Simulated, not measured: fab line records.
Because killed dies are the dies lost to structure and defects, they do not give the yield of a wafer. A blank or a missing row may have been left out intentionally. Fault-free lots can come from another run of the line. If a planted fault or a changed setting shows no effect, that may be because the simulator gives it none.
Chamber matching	flow n5 finfet	pecvd-03 running N5_FIN_SAQP_PECVD_48: 3 sister chambers
The step deposits SiNx from SiH4/NH3/N2, target thk 25 nm, time 22.1 s. 6 wafers are shown with their chamber, then 8 later ones without.

WAFERS PAIRED WITH THEIR CHAMBERS
wafer	chamber	showerhead plenum p Torr (Torr)	throttle valve pct (%)
L085.1	0	5.09	40.4
L085.5	2	5.19	37.8
L086.2	1	5.20	39.6
L086.4	0	5.09	41.0
L086.6	2	5.19	38.2
L087.1	1	5.22	39.5

WAFERS WHOSE CHAMBER IS MISSING
wafer	showerhead plenum p Torr (Torr)	throttle valve pct (%)
L087.3	5.09	40.8
L087.5	5.17	38.0
L089.2	5.22	39.6
L089.3	5.08	41.1
L089.5	5.19	38.2
L095.1	5.19	38.5
L095.4	5.18	38.7
L095.5	5.10	41.1

THE CHAMBER EACH PASSED THROUGH
wafer	from the rows above	in truth
L087.3	0	0
L087.5	2	2
L089.2	1	1
L089.3	0	0
L089.5	2	2
L095.1	2	2
L095.4	2	2
L095.5	0	0
8 of 8 placed correctly. Can't be placed from these rows: 0. 0 placed wrongly.
How it was worked out, from the rows above alone: a wafer's distance from a chamber is the root of the sum, over the readings, of the square of ((its reading less the chamber's mean) divided by the reading's scatter). The wafer belongs to the nearest chamber; if the next one is less than 2 further off, it can't be placed. Each chamber's mean is taken over the wafers shown for it. The scatter is the square root of a quotient: the sum, over the shown wafers, of each reading's squared deviation from its chamber's mean, divided by wafers minus chambers.
